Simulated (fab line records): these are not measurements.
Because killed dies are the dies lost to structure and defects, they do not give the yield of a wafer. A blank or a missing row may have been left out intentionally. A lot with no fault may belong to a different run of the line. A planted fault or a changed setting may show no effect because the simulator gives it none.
Chamber matching | flow n5 finfet | N5_BEOL_M15_ETCH_57 on rie diel-02: 4 sister chambers
The step etches SOC in N2/H2, time 750 s. 16 wafers are shown with their chamber, then 8 later ones without.

== WAFERS PAIRED WITH THEIR CHAMBERS ==
wafer  | chamber | throttle valve pct (%) | drypump motor current A (A) | showerhead plenum p Torr (Torr)
L074.1 | 1       | 17.4                   | 5.9                         | 2.45
L074.3 | 3       | 18.1                   | 5.1                         | 2.42
L074.5 | 3       | 18.1                   | 5.0                         | 2.42
L076.1 | 3       | 18.1                   | 5.0                         | 2.42
L076.3 | 1       | 17.5                   | 5.9                         | 2.45
L076.6 | 0       | 18.1                   | 6.0                         | 2.49
L082.2 | 2       | 17.4                   | 5.8                         | 2.51
L082.4 | 0       | 18.1                   | 6.0                         | 2.49
L082.6 | 3       | 18.1                   | 5.1                         | 2.42
L083.2 | 3       | 18.1                   | 5.0                         | 2.41
L083.4 | 1       | 17.5                   | 5.9                         | 2.44
L083.5 | 0       | 18.1                   | 6.0                         | 2.49
L089.2 | 0       | 18.1                   | 5.9                         | 2.48
L089.4 | 2       | 17.4                   | 5.8                         | 2.51
L089.6 | 3       | 18.2                   | 5.1                         | 2.41
L093.3 | 1       | 17.5                   | 5.9                         | 2.44

SIGNATURES, as means of the wafers listed above
reading                  | chamber 0 | chamber 1 | chamber 2 | chamber 3 | scatter within a chamber
throttle valve pct       | 18.100    | 17.475    | 17.400    | 18.117    | 0.0363
drypump motor current A  | 5.975     | 5.900     | 5.800     | 5.050     | 0.0433
showerhead plenum p Torr | 2.4875    | 2.4450    | 2.5100    | 2.4167    | 0.00507
Rule: for each reading, subtract the chamber's mean from the wafer's reading, divide by that reading's scatter and square the result; add these up over the readings and take the root, which gives the wafer's distance from the chamber. If the next closest chamber is less than 2 further off than the closest, the wafer can't be placed; otherwise it belongs to the closest. The scatter is the square root of a quotient: the sum, over the shown wafers, of each reading's squared deviation from its chamber's mean, divided by wafers minus chambers.

== WAFERS WITH NO CHAMBER GIVEN ==
wafer  | throttle valve pct (%) | drypump motor current A (A) | showerhead plenum p Torr (Torr)
L093.4 | 18.1                   | 5.9                         | 2.48
L093.5 | 17.4                   | 5.8                         | 2.51
L095.1 | 18.1                   | 6.0                         | 2.48
L095.5 | 17.5                   | 5.9                         | 2.43
L095.6 | 17.4                   | 5.8                         | 2.50
L097.1 | 18.2                   | 5.1                         | 2.41
L097.4 | 18.2                   | 6.0                         | 2.48
L097.5 | 18.2                   | 5.1                         | 2.41

== THE CHAMBER EACH PASSED THROUGH ==
wafer  | from the rows above | in truth
L093.4 | 0                   | 0
L093.5 | 2                   | 2
L095.1 | 0                   | 0
L095.5 | 1                   | 1
L095.6 | 2                   | 2
L097.1 | 3                   | 3
L097.4 | 0                   | 0
L097.5 | 3                   | 3
Correct placement for 8 of the 8. Left unplaced by these rows: 0. Wrongly placed: 0.
